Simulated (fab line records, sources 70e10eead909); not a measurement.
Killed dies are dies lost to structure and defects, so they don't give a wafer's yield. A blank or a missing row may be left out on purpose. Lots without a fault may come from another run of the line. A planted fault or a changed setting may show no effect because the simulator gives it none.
fab line records | flow nand_harc
record lots=5 wafers=15 last_day=32
route steps=1302 shown A_STAIRCASE@797
lots that met no fault: from a run of the same line without faults
start_h: hours from the record's first day to the start of the lot's first wafer shown | wait_h: hours since the lot's step before | " the same as in the row above | L1.1+2: a row that stands for several wafers | - no value, or no start given | * or withheld: withheld | < > ~ a bound
route shown NAME@n: a module of which the file shows steps, and the number in the route of the first | usual: mean/standard deviation of fault-free wafers | same: alike in all rows | chamber/n: place in a boat | sites: the reading at each site | _std_site: their standard deviation | _edge_site: outer sites' mean less inner sites' | radius_mm: how far each site lies from the wafer's centre | mask NAME#n: copy n | behind: the tool/chamber that last shaped the wafer | hold: why the lot was held/for how many hours/how that ended | device: the transistor (n, p or np) that didn't switch | end of line: the same wafers' tests at the end of the route | a step without rows: its recipe alone | killed: dies lost to structure and defects at the first sort, not the wafer's yield | map: a wafer's dies, x killed, . not, _ none there
set.NAME: the setting as run; set.NAME@STEP: as run at that earlier step | model.NAME: the simulator's own value behind a step, which no gauge read
lots at some steps of the route; a table a step, a row a wafer
services: from which hour (start_h, from the record's first day; less than 0 if before it) a tool's chamber was out of use, for how many hours, and why
## steps
# step NHARC_A_STAIRCASE_DEHYDRATE_281
# recipe temp_c=150 time_s=120
# columns lot.wafer tool chamber start_h wait_h
L075.1+3+6 litho_track-07 0 400.98 0.2
L083.2+5+6 litho_track-05 0 482.38 0.2
L089.1+2+4 litho_track-05 0 509.35 0.2
L093.3+4+5 litho_track-03 0 572.92 0.2
L095.1+2+4 litho_track-07 0 582.85 0.2
# step NHARC_A_STAIRCASE_HMDS_282
# recipe time_s=30
# columns lot.wafer tool chamber start_h wait_h
L075.1+3+6 litho_track-07 0 - -
L083.2+5+6 litho_track-05 0 - -
L089.1+2+4 litho_track-05 0 - -
L093.3+4+5 litho_track-03 0 - -
L095.1+2+4 litho_track-07 0 - -
# step NHARC_A_STAIRCASE_COAT_283
# recipe spin_rpm=1200
# columns lot.wafer tool chamber start_h wait_h
L075.1+3+6 litho_track-07 0 - -
L083.2+5+6 litho_track-05 0 - -
L089.1+2+4 litho_track-05 0 - -
L093.3+4+5 litho_track-03 0 - -
L095.1+2+4 litho_track-07 0 - -
# step NHARC_A_STAIRCASE_SOFTBAKE_284
# recipe temp_c=135 time_s=170
# columns lot.wafer tool chamber start_h wait_h
L075.1+3+6 litho_track-07 0 - -
L083.2+5+6 litho_track-05 0 - -
L089.1+2+4 litho_track-05 0 - -
L093.3+4+5 litho_track-03 0 - -
L095.1+2+4 litho_track-07 0 - -
# step NHARC_A_STAIRCASE_EBR_285
# columns lot.wafer tool chamber start_h wait_h
L075.1+3+6 litho_track-07 0 - -
L083.2+5+6 litho_track-05 0 - -
L089.1+2+4 litho_track-05 0 - -
L093.3+4+5 litho_track-03 0 - -
L095.1+2+4 litho_track-07 0 - -
# step NHARC_A_STAIRCASE_EXPOSE_286
# recipe na=0.5 dose_mj=25.01 mask_id=CHOP_100
# same na=0.5
# columns lot.wafer tool chamber start_h wait_h mask
L075.1+3+6 krf_scanner-04 0 401.19 - CHOP_100#0
L083.2+5+6 krf_scanner-04 0 482.72 - CHOP_100#0
L089.1+2+4 krf_scanner-01 0 509.69 - CHOP_100#0
L093.3+4+5 krf_scanner-04 0 573.14 - CHOP_100#0
L095.1+2+4 krf_scanner-04 0 583.18 - CHOP_100#0
# step NHARC_A_STAIRCASE_PEB_287
# recipe peb_temp_c=115 peb_time_s=130
# columns lot.wafer tool chamber start_h wait_h
L075.1+3+6 litho_track-03 0 401.25 0.1
L083.2+5+6 litho_track-07 0 482.78 0.1
L089.1+2+4 litho_track-05 0 509.75 0.1
L093.3+4+5 litho_track-05 0 573.20 0.0
L095.1+2+4 litho_track-03 0 583.25 0.1
# step NHARC_A_STAIRCASE_DEVELOP_288
# recipe time_s=140
# columns lot.wafer tool chamber start_h wait_h
L075.1+3+6 litho_track-03 0 - -
L083.2+5+6 litho_track-07 0 - -
L089.1+2+4 litho_track-05 0 - -
L093.3+4+5 litho_track-05 0 - -
L095.1+2+4 litho_track-03 0 - -
# step NHARC_A_STAIRCASE_HARDBAKE_290
# recipe temp_c=120 time_s=140
# columns lot.wafer tool chamber start_h wait_h
L075.1+3+6 litho_track-07 0 401.47 -
L083.2+5+6 litho_track-07 0 483.00 -
L089.1+2+4 litho_track-07 0 509.97 -
L093.3+4+5 litho_track-03 0 573.43 -
L095.1+2+4 litho_track-07 0 583.46 -
# step NHARC_A_STAIRCASE_DESCUM_291
# recipe time_s=3 o2_flow_sccm=200 ar_flow_sccm=0 bias_power_w=0 chemistry=O2
# usual chamber_pressure_mTorr=59.99/0.052 drypump_motor_current_A=5.7/0.39 o2_flow_sccm=200.0/0.62 oes_product_au=1.005/0.016 rf_vpp_V=57.8/0.92 showerhead_plenum_p_Torr=1.92/0.047 throttle_valve_pct=11.311/0.0087
# columns lot.wafer tool chamber start_h wait_h chamber_pressure_mTorr drypump_motor_current_A o2_flow_sccm oes_product_au rf_hours_counter_h rf_vpp_V showerhead_plenum_p_Torr throttle_valve_pct
L075.1 rie_diel-05 3 401.56 - 60.05 5.5 199.5 1.005 56 57.5 1.90 11.305
L075.3 " 2 " " 59.96 5.7 199.2 1.023 55 58.8 2.06 11.315
L075.6 " 0 " " 59.95 5.7 199.5 1.034 - 58.7 1.85 11.304
L083.2 rie_diel-06 1 483.09 - 59.95 5.9 200.1 1.000 51 56.2 1.87 11.293
L083.6 " 1 " " 59.99 5.9 200.4 1.011 - 57.0 1.87 11.292
L083.5 " 2 " " 60.02 5.3 200.7 0.966 - 58.8 1.95 11.301
L089.1 rie_diel-12 1 510.07 - 60.05 6.3 199.6 1.025 21 57.5 1.90 11.312
L089.4 " 2 " " 59.92 5.4 199.3 1.014 20 58.5 1.96 11.303
L089.2 " 3 " " 60.00 5.1 200.5 1.006 21 58.8 1.93 11.320
L093.3 rie_diel-05 3 573.52 - 59.95 5.5 199.8 1.014 58 57.5 1.88 11.304
L093.5 " 3 " " 60.04 5.5 199.2 1.003 - 56.1 1.88 11.314
L093.4 " 2 " " 60.10 5.7 199.3 1.033 - 59.3 2.04 11.305
L095.4 rie_diel-12 2 583.56 - 59.98 5.4 200.5 1.012 44 57.9 1.95 11.319
L095.2 " 3 " " 59.98 5.1 201.0 0.998 45 58.9 1.92 11.319
L095.1 " 1 " " 59.97 6.3 199.7 1.009 47 57.4 1.89 11.309
# step NHARC_A_STAIRCASE_ETCH_292
# recipe cf4_flow_sccm=100 chf3_flow_sccm=30 ar_flow_sccm=0 rf_w=500 bias_w=200 chemistry=CF4/CHF3
# usual chamber_pressure_mTorr=25.000/0.024 drypump_motor_current_A=5.7/0.4 oes_product_au=0.938/0.022 rf_vpp_V=371.0/1.5 showerhead_plenum_p_Torr=1.58/0.037 throttle_valve_pct=16.802/0.0091
# columns lot.wafer tool chamber start_h wait_h chamber_pressure_mTorr drypump_motor_current_A oes_product_au rf_hours_counter_h rf_vpp_V showerhead_plenum_p_Torr throttle_valve_pct
L075.1 rie_diel-05 3 401.81 0.2 25.017 5.5 0.936 56 369.6 1.56 16.807
L075.3 " 0 " " 24.956 5.6 0.959 57 369.0 1.52 16.797
L075.6 " 0 " " 25.026 5.7 0.956 - 369.9 1.52 16.797
L083.2 rie_diel-06 3 483.17 0.1 24.964 5.2 0.942 52 372.0 1.56 16.800
L083.6 " 3 " " 24.999 5.2 0.941 - 369.2 1.56 16.808
L083.5 " 0 " " 24.979 6.1 0.929 - 371.2 1.58 16.778
L089.1 rie_diel-12 1 510.14 0.1 24.996 6.2 0.952 21 371.6 1.56 16.806
L089.2 " 3 " " 24.993 5.1 0.914 21 371.0 1.59 16.803
L089.4 " 0 " " 24.987 6.0 0.902 22 371.7 1.57 16.811
L093.3 rie_diel-05 3 573.62 0.1 25.012 5.5 0.928 59 371.1 1.55 16.795
L093.5 " 3 " " 25.029 5.5 0.916 - 369.9 1.55 16.816
L093.4 " 1 " " 24.980 6.3 0.930 - 373.8 1.65 16.811
L095.2 rie_diel-12 1 583.64 0.1 25.023 6.3 0.935 47 371.3 1.56 16.797
L095.1 " 2 " " 25.039 5.4 0.937 44 372.1 1.60 16.803
L095.4 " 3 " " 25.046 5.1 0.915 45 371.3 1.58 16.813
# step NHARC_A_STAIRCASE_HM_OPEN_460
# recipe o2_flow_sccm=400 cos_flow_sccm=20 ar_flow_sccm=0 rf_w=500 bias_w=300 chemistry=O2/COS
# usual chamber_pressure_mTorr=19.999/0.02 drypump_motor_current_A=5.7/0.39 o2_flow_sccm=400.0/1.2 oes_product_au=1.006/0.015 rf_vpp_V=467.5/1.7 showerhead_plenum_p_Torr=3.13/0.07 throttle_valve_pct=28.330/0.0099
# columns lot.wafer tool chamber start_h wait_h chamber_pressure_mTorr drypump_motor_current_A o2_flow_sccm oes_product_au rf_hours_counter_h rf_vpp_V showerhead_plenum_p_Torr throttle_valve_pct
L075.3 rie_diel-05 0 - - 19.999 5.6 400.2 1.033 57 465.8 3.02 28.311
L075.1 " 2 " " 20.003 5.7 398.6 1.023 55 471.5 3.34 28.340
L075.6 " 0 " " 19.983 5.7 399.6 1.043 - 465.7 3.02 28.337
L083.2 rie_diel-06 3 - - 19.965 5.2 399.2 1.017 52 465.8 3.09 28.337
L083.6 " 2 " " 19.988 5.3 400.3 0.976 - 468.9 3.17 28.317
L083.5 " 3 " " 19.980 5.2 398.2 1.024 - 465.6 3.09 28.332
L089.4 rie_diel-12 3 - - 20.008 5.1 399.0 1.000 21 465.7 3.15 28.333
L089.1 " 0 " " 20.031 6.0 398.3 0.987 22 466.6 3.12 28.333
L089.2 " 1 " " 20.014 6.3 400.2 1.031 21 466.1 3.10 28.351
L093.3 rie_diel-05 3 - - 20.017 5.5 397.6 1.005 59 465.2 3.07 28.335
L093.5 " 2 " " 20.010 5.7 397.5 1.026 - 470.5 3.32 28.330
L093.4 " 3 " " 19.989 5.5 399.4 1.000 - 465.8 3.07 28.313
L095.1 rie_diel-12 3 - - 20.024 5.2 399.1 0.997 45 468.4 3.14 28.347
L095.2 " 0 " " 19.987 6.0 400.1 0.999 48 466.3 3.10 28.318
L095.4 " 1 " " 20.019 6.3 401.3 1.019 47 465.6 3.09 28.341
# step NHARC_A_STAIRCASE_STRIP_461
# recipe o2_flow_sccm=400 cos_flow_sccm=20 ar_flow_sccm=0 bias_w=0 chemistry=O2/COS
# columns lot.wafer tool chamber start_h wait_h
L075.1+3+6 rie_diel-05 3,1,3 - -
L083.2+5+6 rie_diel-06 1,1,2 - -
L089.2+4+1 rie_diel-12 0,2,3 - -
L093.3+5+4 rie_diel-05 2,2,3 - -
L095.1+4+2 rie_diel-12 2,3,1 - -
# step NHARC_A_STAIRCASE_ETCH_452
# recipe target_depth_a=300 overetch_a=30 time_s=16.5 ion_energy_ev=100 cf4_flow_sccm=80 o2_flow_sccm=20 ar_flow_sccm=0 rf_w=300 bias_w=100 chemistry=CF4/O2
# usual chamber_pressure_mTorr=29.997/0.027 drypump_motor_current_A=5.7/0.39 o2_flow_sccm=20.01/0.061 oes_product_au=1.007/0.016 rf_vpp_V=197.9/1.1 showerhead_plenum_p_Torr=1.34/0.032 throttle_valve_pct=13.397/0.0096
# columns lot.wafer tool chamber start_h wait_h chamber_pressure_mTorr drypump_motor_current_A o2_flow_sccm oes_product_au rf_hours_counter_h rf_vpp_V showerhead_plenum_p_Torr throttle_valve_pct
L075.1 rie_diel-05 2 - - 30.008 5.7 20.00 1.020 55 197.9 1.43 13.419
L075.3 " 0 " " 29.986 5.6 20.00 1.030 57 197.5 1.29 13.376
L075.6 " 2 " " 29.977 5.7 19.99 1.022 - 199.3 1.43 13.388
L083.2 rie_diel-06 2 - - 30.015 5.3 20.08 0.976 47 198.8 1.36 13.401
L083.6 " 3 " " 30.003 5.2 19.97 1.021 - 198.1 1.32 13.404
L083.5 " 0 " " 29.954 6.1 20.06 1.006 - 199.5 1.34 13.397
L089.2 rie_diel-12 0 - - 29.963 5.9 20.04 0.987 25 196.5 1.33 13.390
L089.1 " 1 " " 29.986 6.2 19.89 1.026 23 197.9 1.33 13.394
L089.4 " 3 " " 30.018 5.1 20.14 0.994 25 197.7 1.35 13.397
L093.3 rie_diel-05 1 - - 29.973 6.3 19.95 1.011 58 200.0 1.40 13.394
L093.4 " 1 " " 30.020 6.3 20.03 1.011 - 199.1 1.40 13.399
L093.5 " 3 " " 29.957 5.5 20.00 0.994 - 197.0 1.31 13.394
L095.4 rie_diel-12 1 - - 30.008 6.3 20.02 1.008 47 197.7 1.32 13.400
L095.1 " 2 " " 29.997 5.4 20.02 1.003 44 196.8 1.36 13.406
L095.2 " 0 " " 30.002 5.9 19.89 1.000 48 196.6 1.33 13.397
# step NHARC_A_STAIRCASE_ETCH_294
# recipe target_depth_a=49890 time_s=1211.6 ion_energy_ev=800 c4f8_flow_sccm=80 o2_flow_sccm=60 ar_flow_sccm=withheld rf_w=600 bias_w=3000 chemistry=C4F8/O2/Ar
# usual chamber_pressure_mTorr=25.004/0.022 oes_product_au=0.939/0.015 rf_vpp_V=1828/6.1
# columns lot.wafer tool chamber start_h wait_h chamber_pressure_mTorr oes_product_au rf_hours_counter_h rf_vpp_V
L075.1 rie_diel-05 3 - - 25.004 0.923 56 1824
L075.3 " 0 " " 25.021 0.949 58 1818
L075.6 " 2 " " 25.002 0.948 - 1844
L083.2 rie_diel-06 1 - - 25.008 0.942 51 1823
L083.5 " 2 " " 25.014 0.921 - 1830
L083.6 " 3 " " 25.026 0.948 - 1825
L089.1 rie_diel-12 1 - - 25.020 0.951 23 1824
L089.2 " 2 " " 25.022 0.948 22 1831
L089.4 " 3 " " 24.991 0.920 25 1830
L093.3 rie_diel-05 2 - - 25.030 0.944 50 1842
L093.5 " 3 " " 25.003 0.942 - 1822
L093.4 " 1 " " 25.022 0.931 - 1841
L095.2 rie_diel-12 2 - - 25.000 0.941 44 1833
L095.4 " 0 " " 25.006 0.921 48 1825
L095.1 " 1 " " 25.005 0.948 47 1824
# step NHARC_A_STAIRCASE_STRIP_295
# recipe o2_flow_sccm=500 ar_flow_sccm=0 bias_w=0 chemistry=O2
# usual chamber_pressure_mTorr=59.99/0.059 drypump_motor_current_A=5.7/0.4 o2_flow_sccm=499.9/1.5 oes_product_au=1.007/0.015 rf_vpp_V=57.8/0.95 showerhead_plenum_p_Torr=3.54/0.082 throttle_valve_pct=17.037/0.0086
# columns lot.wafer tool chamber start_h wait_h chamber_pressure_mTorr drypump_motor_current_A o2_flow_sccm oes_product_au rf_hours_counter_h rf_vpp_V showerhead_plenum_p_Torr throttle_valve_pct
L075.3 rie_diel-05 3 - - 59.96 5.5 499.8 0.982 56 59.6 3.50 17.041
L075.1 " 1 " " 59.99 6.3 499.2 0.984 59 58.8 3.74 17.053
L075.6 " 3 " " 60.03 5.5 500.4 0.991 - 57.3 3.50 17.029
L083.2 rie_diel-06 3 - - 60.06 5.2 500.1 1.011 53 58.1 3.49 17.041
L083.6 " 0 " " 59.98 6.1 499.2 1.009 - 58.0 3.54 17.038
L083.5 " 1 " " 59.92 5.9 500.6 1.005 - 59.0 3.45 17.024
L089.1 rie_diel-12 0 - - 60.02 6.0 499.8 1.002 26 59.0 3.52 17.027
L089.4 " 1 " " 59.91 6.3 498.2 1.037 24 58.6 3.50 17.035
L089.2 " 2 " " 59.92 5.4 498.8 1.017 23 57.1 3.61 17.040
L093.3 rie_diel-05 2 - - 60.01 5.7 501.2 1.013 51 58.7 3.75 17.043
L093.5 " 3 " " 60.06 5.5 500.8 0.999 - 57.2 3.47 17.039
L093.4 " 2 " " 60.01 5.7 501.8 1.033 - 57.0 3.75 17.026
L095.1 rie_diel-12 2 - - 60.11 5.4 498.7 1.019 45 59.4 3.59 17.056
L095.4 " 3 " " 60.02 5.2 498.5 1.005 46 58.3 3.55 17.045
L095.2 " 0 " " 59.98 6.0 499.2 1.016 48 58.4 3.51 17.032
# step NHARC_A_STAIRCASE_STRIP_296
# recipe time_s=900 temp_c=130 chemistry=SPM
# columns lot.wafer tool chamber start_h wait_h
L075.3+6+1 wet_bench-09 5,0,1 403.46 -
L083.2+5+6 wet_bench-09 7,0,1 484.83 -
L089.2+4+1 wet_bench-09 5,6,7 514.75 -
L093.4+5+3 wet_bench-06 2,4,6 575.57 -
L095.4+1+2 wet_bench-09 5,7,0 585.29 -
# step NHARC_A_STAIRCASE_PRECLEAN_297
# recipe time_s=* temp_c=50 bath_age_min=0 chemistry=SC1
# usual nh4oh_flow_mL_min=28.29/0.1 sc1_h2o2_end_mol_l=0.3697/0.00065
# same bath_age_min=0
# columns lot.wafer tool chamber start_h wait_h nh4oh_flow_mL_min sc1_h2o2_end_mol_l
L075.3 wet_bench-09 5 - - 28.41 0.3710
L075.6 " 0 " " 28.25 0.3705
L075.1 " 1 " " 28.37 0.3694
L083.2 wet_bench-09 7 - - 28.25 0.3691
L083.5 " 0 " " 28.30 0.3701
L083.6 " 1 " " 28.18 0.3709
L089.2 wet_bench-09 5 - - 28.29 0.3694
L089.4 " 6 " " 28.31 0.3696
L089.1 " 7 " " 28.44 0.3710
L093.4 wet_bench-06 2 - - 28.40 0.3693
L093.5 " 4 " " 28.31 0.3694
L093.3 " 6 " " 28.31 0.3697
L095.4 wet_bench-09 5 - - 28.15 0.3699
L095.1 " 7 " " 28.13 0.3702
L095.2 " 0 " " 28.29 0.3702
# step NHARC_A_STAIRCASE_SRD_298
# columns lot.wafer tool chamber start_h wait_h
L075.3+6+1 wet_bench-09 5,0,1 - -
L083.2+5+6 wet_bench-09 7,0,1 - -
L089.2+4+1 wet_bench-09 5,6,7 - -
L093.4+5+3 wet_bench-06 2,4,6 - -
L095.4+1+2 wet_bench-09 5,7,0 - -
# step NHARC_A_STAIRCASE_HM_DEP_462
# recipe target_thk_a=8000 temp_c=400 material=aC
# usual throttle_valve_pct=35.000/0.009
# columns lot.wafer tool chamber start_h wait_h throttle_valve_pct
L075.1 acl_dep-03 0 405.39 1.5 35.001
L075.3 " 0 " " 34.987
L075.6 " 0 " " 35.002
L083.2 acl_dep-02 0 487.90 2.6 35.005
L083.5 " 0 " " 34.995
L083.6 " 0 " " 35.001
L089.1 acl_dep-02 0 517.58 2.4 35.001
L089.2 " 0 " " 35.003
L089.4 " 0 " " 34.983
L093.3 acl_dep-03 0 578.69 2.7 34.999
L093.4 " 0 " " 34.998
L093.5 " 0 " " 34.999
L095.1 acl_dep-03 0 585.80 0.1 35.006
L095.2 " 0 " " 35.005
L095.4 " 0 " " 34.984
# step NHARC_A_STAIRCASE_DEP_301
# recipe target_thk_a=300 target_thk_nm=30 temp_c=400 pressure_torr=3.5 flow_sccm=200 rf_w=350 material=SiON
# usual heater_power_outer_w=461/65 heater_power_w=764/80 showerhead_vpp_V=1161/56
# columns lot.wafer tool chamber start_h wait_h heater_power_outer_w heater_power_w showerhead_vpp_V
L075.3 pecvd-03 0 407.26 0.9 518 795 1248
L075.1 " 2 " " 348 622 1172
L075.6 " 1 " " 430 711 1136
L083.2 pecvd-03 0 489.51 1.3 500 777 1221
L083.5 " 2 " " 357 628 1156
L083.6 " 0 " " 512 762 1235
L089.1 pecvd-04 1 519.49 1.6 530 834 1120
L089.2 " 2 " " 573 896 1136
L089.4 " 1 " " 539 826 1143
L093.3 pecvd-01 2 580.00 1.0 467 828 1114
L093.4 " 0 " " 430 819 1197
L093.5 " 2 " " 452 811 1084
L095.1 pecvd-03 1 587.66 1.6 420 701 1109
L095.2 " 0 " " 529 816 1228
L095.4 " 1 " " 423 704 1101
# step NHARC_A_STAIRCASE_DEHYDRATE_302
# recipe temp_c=150 time_s=120
# columns lot.wafer tool chamber start_h wait_h
L075.1+3+6 litho_track-03 0 407.53 0.2
L083.2+5+6 litho_track-03 0 489.75 0.2
L089.1+2+4 litho_track-03 0 519.74 0.2
L093.3+4+5 litho_track-07 0 580.22 0.2
L095.1+2+4 litho_track-05 0 587.93 0.2
# step NHARC_A_STAIRCASE_HMDS_303
# recipe time_s=30
# columns lot.wafer tool chamber start_h wait_h
L075.1+3+6 litho_track-03 0 - -
L083.2+5+6 litho_track-03 0 - -
L089.1+2+4 litho_track-03 0 - -
L093.3+4+5 litho_track-07 0 - -
L095.1+2+4 litho_track-05 0 - -
# step NHARC_A_STAIRCASE_COAT_304
# recipe spin_rpm=1200
# columns lot.wafer tool chamber start_h wait_h
L075.1+3+6 litho_track-03 0 - -
L083.2+5+6 litho_track-03 0 - -
L089.1+2+4 litho_track-03 0 - -
L093.3+4+5 litho_track-07 0 - -
L095.1+2+4 litho_track-05 0 - -
# step NHARC_A_STAIRCASE_SOFTBAKE_305
# recipe temp_c=135 time_s=170
# columns lot.wafer tool chamber start_h wait_h
L075.1+3+6 litho_track-03 0 - -
L083.2+5+6 litho_track-03 0 - -
L089.1+2+4 litho_track-03 0 - -
L093.3+4+5 litho_track-07 0 - -
L095.1+2+4 litho_track-05 0 - -
# step NHARC_A_STAIRCASE_EBR_306
# columns lot.wafer tool chamber start_h wait_h
L075.1+3+6 litho_track-03 0 - -
L083.2+5+6 litho_track-03 0 - -
L089.1+2+4 litho_track-03 0 - -
L093.3+4+5 litho_track-07 0 - -
L095.1+2+4 litho_track-05 0 - -
# step NHARC_A_STAIRCASE_EXPOSE_307
# recipe na=0.5 dose_mj=45.72 mask_id=CHOP_50
# same na=0.5
# columns lot.wafer tool chamber start_h wait_h mask
L075.1+3+6 krf_scanner-01 0 407.86 - CHOP_50#0
L083.2+5+6 krf_scanner-03 0 490.09 - CHOP_50#0
L089.1+2+4 krf_scanner-03 0 520.07 - CHOP_50#0
L093.3+4+5 krf_scanner-04 0 580.56 - CHOP_50#0
L095.1+2+4 krf_scanner-03 0 588.27 - CHOP_50#0
# step NHARC_A_STAIRCASE_PEB_308
# recipe peb_temp_c=115 peb_time_s=130
# columns lot.wafer tool chamber start_h wait_h
L075.1+3+6 litho_track-05 0 407.93 0.1
L083.2+5+6 litho_track-05 0 490.16 0.1
L089.1+2+4 litho_track-05 0 520.14 0.1
L093.3+4+5 litho_track-03 0 580.62 0.1
L095.1+2+4 litho_track-05 0 588.33 0.1
# step NHARC_A_STAIRCASE_DEVELOP_309
# recipe time_s=140
# columns lot.wafer tool chamber start_h wait_h
L075.1+3+6 litho_track-05 0 - -
L083.2+5+6 litho_track-05 0 - -
L089.1+2+4 litho_track-05 0 - -
L093.3+4+5 litho_track-03 0 - -
L095.1+2+4 litho_track-05 0 - -
# step NHARC_A_STAIRCASE_HARDBAKE_311
# recipe temp_c=120 time_s=140
# columns lot.wafer tool chamber start_h wait_h
L075.1+3+6 litho_track-03 0 408.14 -
L083.2+5+6 litho_track-05 0 490.38 -
L089.1+2+4 litho_track-07 0 520.36 -
L093.3+4+5 litho_track-07 0 580.85 -
L095.1+2+4 litho_track-03 0 588.55 -
# step NHARC_A_STAIRCASE_DESCUM_312
# recipe time_s=3 o2_flow_sccm=200 ar_flow_sccm=0 bias_power_w=0 chemistry=O2
# usual chamber_pressure_mTorr=60.00/0.051 drypump_motor_current_A=5.7/0.39 o2_flow_sccm=200.0/0.6 oes_product_au=1.006/0.015 rf_vpp_V=57.9/0.85 showerhead_plenum_p_Torr=1.92/0.05 throttle_valve_pct=11.312/0.0095
# columns lot.wafer tool chamber start_h wait_h chamber_pressure_mTorr drypump_motor_current_A o2_flow_sccm oes_product_au rf_hours_counter_h rf_vpp_V showerhead_plenum_p_Torr throttle_valve_pct
L075.1 rie_diel-12 2 408.24 - 59.85 5.4 199.4 1.022 47 59.8 1.97 11.325
L075.3 " 0 " " 60.00 6.0 201.5 0.991 43 58.9 1.92 11.319
L075.6 " 3 " " 59.94 5.1 199.1 0.990 - 56.4 1.94 11.314
L083.2 rie_diel-05 1 490.47 - 59.94 6.4 200.1 0.993 25 59.3 2.03 11.322
L083.5 " 1 " " 60.01 6.3 200.5 0.999 - 58.5 2.03 11.312
L083.6 " 2 " " 59.97 5.7 200.2 1.025 - 58.6 2.05 11.293
L089.4 rie_diel-06 1 520.45 - 60.10 5.9 199.5 1.015 5 57.7 1.87 11.303
L089.2 " 3 " " 60.05 5.3 201.6 1.008 6 57.2 1.89 11.315
L089.1 " 0 " " 59.96 6.1 199.1 1.032 5 56.1 1.92 11.293
L093.3 rie_diel-05 1 580.93 - 59.99 6.4 200.1 1.014 61 57.9 2.02 11.316
L093.4 " 1 " " 60.05 6.3 199.5 1.006 - 57.8 2.02 11.311
L093.5 " 2 " " 60.02 5.7 200.2 1.030 - 58.8 2.04 11.294
L095.1 rie_diel-06 1 588.65 - 59.99 5.9 200.6 1.008 27 57.2 1.86 11.300
L095.2 " 2 " " 59.94 5.3 199.7 0.987 27 57.2 1.94 11.312
L095.4 " 0 " " 60.05 6.1 201.1 1.021 - 58.2 1.91 11.314
# step NHARC_A_STAIRCASE_ETCH_313
# recipe cf4_flow_sccm=100 chf3_flow_sccm=30 ar_flow_sccm=0 rf_w=500 bias_w=200 chemistry=CF4/CHF3
# usual chamber_pressure_mTorr=24.997/0.024 drypump_motor_current_A=5.7/0.39 oes_product_au=0.934/0.017 rf_vpp_V=370.8/1.5 showerhead_plenum_p_Torr=1.58/0.039 throttle_valve_pct=16.803/0.01
# columns lot.wafer tool chamber start_h wait_h chamber_pressure_mTorr drypump_motor_current_A oes_product_au rf_hours_counter_h rf_vpp_V showerhead_plenum_p_Torr throttle_valve_pct
L075.3 rie_diel-12 3 408.33 0.1 24.994 5.1 0.926 45 370.6 1.60 16.803
L075.1 " 0 " " 24.998 6.0 0.912 43 371.4 1.58 16.798
L075.6 " 2 " " 25.021 5.4 0.942 - 371.3 1.62 16.801
L083.2 rie_diel-05 1 490.61 0.1 25.009 6.3 0.911 26 372.4 1.66 16.790
L083.5 " 1 " " 24.983 6.3 0.924 - 372.8 1.66 16.802
L083.6 " 2 " " 25.023 5.7 0.936 - 373.9 1.68 16.797
L089.1 rie_diel-06 0 520.54 0.1 24.997 6.1 0.943 5 370.8 1.58 16.801
L089.2 " 1 " " 24.981 5.8 0.932 5 369.0 1.54 16.811
L089.4 " 2 " " 24.976 5.3 0.922 6 371.6 1.60 16.788
L093.3 rie_diel-05 1 581.03 0.1 24.999 6.3 0.943 61 371.1 1.65 16.820
L093.5 " 1 " " 24.957 6.3 0.928 - 373.4 1.65 16.798
L093.4 " 3 " " 24.998 5.5 0.925 - 370.5 1.54 16.792
L095.2 rie_diel-06 2 588.74 0.1 25.016 5.3 0.945 27 370.9 1.59 16.806
L095.1 " 0 " " 25.017 6.1 0.993 25 371.7 1.57 16.806
L095.4 " 1 " " 25.045 5.9 0.971 - 368.6 1.53 16.810
# step NHARC_A_STAIRCASE_HM_OPEN_463
# recipe o2_flow_sccm=400 cos_flow_sccm=20 ar_flow_sccm=0 rf_w=500 bias_w=300 chemistry=O2/COS
# usual chamber_pressure_mTorr=20.000/0.019 drypump_motor_current_A=5.7/0.39 o2_flow_sccm=400.1/1.1 oes_product_au=1.005/0.015 rf_vpp_V=467.4/1.7 showerhead_plenum_p_Torr=3.13/0.075 throttle_valve_pct=28.329/0.0098
# columns lot.wafer tool chamber start_h wait_h chamber_pressure_mTorr drypump_motor_current_A o2_flow_sccm oes_product_au rf_hours_counter_h rf_vpp_V showerhead_plenum_p_Torr throttle_valve_pct
L075.1 rie_diel-12 1 - - 20.016 6.3 400.1 1.010 35 467.6 3.12 28.336
L075.3 " 2 " " 19.974 5.4 399.2 1.014 47 467.8 3.21 28.329
L075.6 " 1 " " 20.003 6.3 401.8 1.005 - 467.4 3.12 28.339
L083.2 rie_diel-05 2 - - 19.994 5.7 399.2 1.030 23 470.8 3.33 28.332
L083.5 " 3 " " 19.976 5.6 397.7 0.990 - 467.4 3.08 28.317
L083.6 " 0 " " 19.969 5.6 398.9 1.015 - 464.9 3.01 28.342
L089.4 rie_diel-06 3 - - 20.047 5.2 398.6 1.000 6 466.4 3.08 28.329
L089.1 " 1 " " 20.014 5.9 399.2 1.003 5 465.5 3.05 28.330
L089.2 " 2 " " 19.992 5.3 401.0 0.984 6 468.5 3.17 28.328
L093.3 rie_diel-05 2 - - 20.005 5.7 400.7 1.030 53 473.4 3.32 28.331
L093.5 " 3 " " 20.014 5.5 399.7 1.008 - 466.4 3.06 28.320
L093.4 " 1 " " 19.981 6.3 400.8 1.011 - 469.4 3.28 28.326
L095.2 rie_diel-06 2 - - 20.015 5.3 397.1 0.988 27 468.2 3.16 28.332
L095.1 " 0 " " 20.029 6.1 399.3 1.021 25 467.8 3.12 28.318
L095.4 " 1 " " 20.008 5.9 400.1 1.010 - 466.9 3.04 28.312
# step NHARC_A_STAIRCASE_STRIP_464
# recipe o2_flow_sccm=400 cos_flow_sccm=20 ar_flow_sccm=0 bias_w=0 chemistry=O2/COS
# columns lot.wafer tool chamber start_h wait_h
L075.3+1+6 rie_diel-12 0,3,1 - -
L083.2+6+5 rie_diel-05 3,0,1 - -
L089.4+2+1 rie_diel-06 0,1,3 - -
L093.3+5+4 rie_diel-05 1,2,1 - -
L095.2+1+4 rie_diel-06 2,0,2 - -
## services
# columns tool chamber start_h hours kind
krf_scanner-03 - 396.00 4.0 pm
rie_diel-05 - 406.64 9.0 pm
litho_track-07 - 426.00 7.0 pm
krf_scanner-03 - 433.18 4.4 repair
rie_diel-12 - 446.24 9.0 pm
rie_diel-05 - 449.79 0.6 repair
litho_track-03 - 450.00 7.0 pm
wet_bench-09 - 459.75 9.9 repair
rie_diel-05 0 470.51 4.5 repair
litho_track-05 - 474.01 7.0 pm
acl_dep-03 - 482.39 13.0 pm
rie_diel-06 - 485.02 9.0 pm
rie_diel-05 2 504.00 8.9 repair
krf_scanner-04 - 506.55 20.5 repair
pecvd-03 0 509.42 16.8 repair
wet_bench-06 - 513.74 1.9 repair
wet_bench-09 - 528.80 8.0 pm
krf_scanner-04 - 528.94 4.0 pm
pecvd-03 - 547.00 13.0 pm
wet_bench-06 - 549.49 8.0 pm
rie_diel-05 0 561.94 66.9 repair
krf_scanner-04 - 574.95 0.6 repair
rie_diel-06 3 579.46 15.5 repair
rie_diel-05 - 583.72 9.0 pm
## key
fault none
